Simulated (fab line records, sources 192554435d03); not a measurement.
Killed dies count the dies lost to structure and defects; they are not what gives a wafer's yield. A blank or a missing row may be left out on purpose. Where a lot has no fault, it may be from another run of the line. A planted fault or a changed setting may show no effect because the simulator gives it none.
A lot that was struck, set against a sound lot -- flow n5-finfet -- 15 steps out of a route of 1938
Sound: these wafers, L688.1, L688.2, L688.5. Wafers struck: L691.2, L691.5, L691.6. The cause is named last.
At each step with rows: each side's tool, then ch and its chambers, then its first start. Under that, the readings that differ: sound wafers -- struck wafers -- difference of the means -- sigmas: that difference in standard deviations of wafers without a fault.
alike: words and numbers the same on both sides, and readings whose means are apart by under 2 such deviations; not compared: readings that were withheld, readings missing a value for some wafer, numbers with overlapping values and no deviation given by the record, and bounds like >300 which may hide the same value.
A row with sigmas, a row that says differs or no value, or rows on one side alone: a step with any of these is where the two part. Numbers that don't overlap but have no deviation are shown without sigmas and don't part them. A reading missing from all wafers of one side parts the sides only when that side holds two or more wafers.

first, 8 steps without rows for these wafers: N5_BEOL_M0_SAQP_COAT_72 (time 60 s, resist thk 15 nm); N5_BEOL_M0_SAQP_COAT_87 (time 60 s, resist thk 5 nm); N5_BEOL_M0_SAQP_COAT_34 (resist thk 30 nm); N5_BEOL_M0_SAQP_EBR_36; N5_BEOL_M0_SAQP_SOFTBAKE_35 (time 60 s); N5_BEOL_M0_SAQP_EXPOSE_37 (exposes mask M0 CUT1, target cd 30 nm); N5_BEOL_M0_SAQP_PEB_38 (peb time 60 s); N5_BEOL_M0_SAQP_DEVELOP_39 (develop time 30 s).
N5_BEOL_M0_SAQP_CD_MEAS_40: the cd target is 30 nm.
  sound on cd-sem-01 ch 0, day 6 20:04; struck on cd-sem-02 ch 0, day 7 13:40
  alike: cd-nm
N5_BEOL_M0_SAQP_OVL_MEAS_41:
  sound on overlay-01 ch 0, day 6 20:05; struck on overlay-01 ch 0, day 7 13:41
reading,sound,struck,difference,sigmas
M0_CUT1_OVL (nm),-2.2 -0.8 -1.2,0.1 -0.1 0.3,+1.5,+3
N5_BEOL_M0_SAQP_INSPECT_42: inspects for defects (brightfield).
  sound on defect-inspect-02, day 6 20:08; struck on defect-inspect-01, day 7 13:45
  alike: raw-defect-count
N5_BEOL_M0_SAQP_DESCUM_45: chemistry O2, time 7 s.
  sound on rie-diel-04 ch 0,3, day 6 20:11; struck on rie-diel-04 ch 0,2,3, day 7 13:47
  alike: drypump-motor-current-A, o2-flow-sccm, oes-product-au, rf-fwd-power-W, rf-vpp-V, showerhead-plenum-p-Torr, throttle-valve-pct
  not compared: rf-hours-counter-h
N5_BEOL_M0_SAQP_ETCH_88: etches underlayer in N2/H2, target depth 6.5 nm, time 5.2 s.
  sound on rie-diel-04 ch 0,3, day 6 20:13; struck on rie-diel-04 ch 0,2,3, day 7 13:49
  no value came back on the struck wafers for any of 9 readings (bias-w (W), chamber-pressure-mTorr (mTorr) and others); on the sound wafers bias-w (W) reads 149.7 150.3 150.4
  not compared: rf-hours-counter-h
N5_BEOL_M0_SAQP_ETCH_73: etches SiARC in CF4, target depth 19.5 nm, time 32.5 s.
  sound on rie-diel-04 ch 0,3, day 6 20:14; struck on rie-diel-04 ch 0,2,3, day 7 13:50
  alike: bias-w, cf4-flow-sccm, drypump-motor-current-A, etch-rf-on-time-s, oes-product-au, rf-fwd-power-W, rf-vpp-V, showerhead-plenum-p-Torr, throttle-valve-pct
  not compared: rf-hours-counter-h
-- here the record skips 3 days between the struck wafers' starts before and after, leaving off in module BEOL_M0_SAQP and picking up in module BEOL_M4 (first step shown: number 1111 of the route) --
N5_BEOL_M4_RC_MEAS_101:
  sound on prober-01 ch 0, day 9 01:26; struck on prober-01 ch 0, day 10 11:29
  alike: DIBL_N, DIBL_P, IOFF_N, IOFF_P, ION_N, ION_P, SS_N, SS_P, VT_N, VT_P

WHERE THEY PART
Earliest at N5_BEOL_M0_SAQP_OVL_MEAS_41; latest, in this record, at N5_BEOL_M0_SAQP_ETCH_88. Later steps at which nothing parts them and some readings are alike: N5_BEOL_M0_SAQP_ETCH_73, N5_BEOL_M4_RC_MEAS_101.

WHY: whatever the simulator had introduced
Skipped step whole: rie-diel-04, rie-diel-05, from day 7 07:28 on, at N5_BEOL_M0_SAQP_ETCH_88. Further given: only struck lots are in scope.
